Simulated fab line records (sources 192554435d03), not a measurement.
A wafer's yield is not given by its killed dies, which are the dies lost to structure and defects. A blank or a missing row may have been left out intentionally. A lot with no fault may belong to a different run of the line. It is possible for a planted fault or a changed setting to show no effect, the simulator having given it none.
Struck lot and sound lot, side by side ; flow n5_finfet ; 15 steps out of a route of 1938
Sound: the wafers L750.3, L750.4, L750.5. Wafers L760.1, L760.3, L760.4 were the ones struck. Last of all comes the cause.
Each step with rows lists, per side, the tool, then ch with its chambers, then its first start. Under that, the readings that differ: sound wafers ; struck wafers ; difference of the means ; sigmas: that difference in standard deviations of wafers without a fault.
alike: readings with means less than 2 such deviations apart, plus words and numbers identical on both sides. not compared: withheld readings, readings lacking a value on some wafer, bounds such as >300 that could conceal the same value, and numbers that have no deviation in the record and whose values overlap.
The two part at a step that has a row with sigmas, a row that says differs or no value, or rows on one side only. When numbers do not overlap yet have no deviation, they are printed without sigmas and do not part them. Lack of a reading on every wafer of one side parts them only where that side has two or more wafers.

first, 5 steps without rows for these wafers: N5_FIN_SAQP_STRIP_55 (strips in N2/H2); N5_FIN_SAQP_STRIP_23 (strips in SPM, time 750 s); N5_FIN_SAQP_SRD_66 (time 30 s); N5_FIN_SAQP_RECESS_75 (chemistry HF/NH3, target SiO2, target depth 14.4 nm, afs cycles 3, sublimation time 60 s); N5_FIN_SAQP_SPACER1_ALD_24 (deposits SiO2, target thk 20.3 nm, pulse time 1 s, purge time 2 s).
N5_FIN_SAQP_SPACER1_ETCHBACK_25: etches SiO2 in CHF3/O2, target depth 24.4 nm, time 12.2 s.
  sound on rie_diel-05 ch 1,2,3, day 3 17:06; struck on rie_diel-05 ch 0,3, day 6 07:17
  alike: drypump_motor_current_A, oes_product_au, rf_vpp_V, showerhead_plenum_p_Torr, throttle_valve_pct
  not compared: rf_hours_counter_h
N5_FIN_SAQP_MANDREL1_REMOVE_56: chemistry HBr/Cl2/O2, target a-Si, stops on SiNx, bt time 10 s.
  sound on rie_si-01 ch 0,1,2, day 3 17:11; struck on rie_si-01 ch 1,2, day 6 07:23
  alike: drypump_motor_current_A, oes_product_au, throttle_valve_pct
  not compared: rf_hours_counter_h
N5_FIN_SAQP_CD_MEAS_27: target cd 20 nm.
  sound on cd_sem-02 ch 0, day 3 17:19; struck on cd_sem-02 ch 0, day 6 07:29
  alike: cd_nm
then, 2 steps without rows for these wafers: N5_FIN_SAQP_ETCH_57 (etches SiNx in CH3F/O2, target depth 32.5 nm, time 46.4 s); N5_FIN_SAQP_ETCH_65 (etches SiO2 in CF4, target depth 4 nm, time 4.4 s).
N5_FIN_SAQP_MANDREL_ETCH_58: etches a-Si in HBr/Cl2, stops on SiNx, target depth 45 nm, bt time 10 s, time 27 s.
  sound on rie_si-01 ch 0,2,3, day 3 17:47; struck on rie_si-05 ch 0,1,3, day 6 07:41
  alike: drypump_motor_current_A, oes_product_au, throttle_valve_pct
  not compared: rf_hours_counter_h
N5_FIN_SAQP_RECESS_63: chemistry HF/NH3, target SiO2, target depth 18 nm, afs cycles 3, sublimation time 60 s.
  sound on vapor_etch-02 ch 0,1, day 3 17:59; struck on vapor_etch-01 ch 0,1, day 6 07:46
  alike: drypump_motor_current_A
N5_FIN_SAQP_COAT_68: time 60 s, resist thk 100 nm.
  sound on litho_track-01 ch 0, day 3 18:16; struck on litho_track-01 ch 0, day 6 08:08
reading;sound;struck;difference;sigmas
spin_speed_rpm (rpm);1500.0 1500.1 1498.5;1556.1 1557.0 1555.2;+56.6;+63
model.SOC_of_FIN_SAQP_COAT_68.thk_nm (nm);100.4 100.4 100.8;97.8 98 97.8;-2.7;
  alike: resist_line_temp_C
N5_FIN_SAQP_ETCH_69: etches SOC in N2/H2, stops on SiNx, target depth 150 nm.
  sound on rie_diel-05 ch 0,1,2, day 3 18:19; struck on rie_diel-01 ch 0,2,3, day 6 08:16
  alike: drypump_motor_current_A, h2_flow_sccm, oes_product_au, rf_vpp_V, showerhead_plenum_p_Torr, throttle_valve_pct
  not compared: rf_hours_counter_h
-- a jump in the record: the struck wafers' starts before and after are 8 days apart (it breaks off in module FIN_SAQP and resumes in module BEOL_M4, where the first step shown is number 1111 of the route) --
N5_BEOL_M4_RC_MEAS_101:
  sound on prober-01 ch 0, day 12 05:40; struck on prober-01 ch 0, day 14 18:11
reading;sound;struck;difference;sigmas
DIBL_N (mV/V);36.8 35.6 35.6;33.6 30.1 31.6;-4.2;-2
DIBL_P (mV/V);37.1 34.6 35.9;34.5 29.5 31.8;-3.9;-2
  alike: IOFF_N, IOFF_P, ION_N, ION_P, SS_N, SS_P, VT_N, VT_P

== WHERE THEY PART ==
Earliest at N5_FIN_SAQP_COAT_68; latest, in this record, at N5_BEOL_M4_RC_MEAS_101.

WHY: what the simulator had put in
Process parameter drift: litho_track-01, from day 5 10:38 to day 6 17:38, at N5_FIN_SAQP_COAT_68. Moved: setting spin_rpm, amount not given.
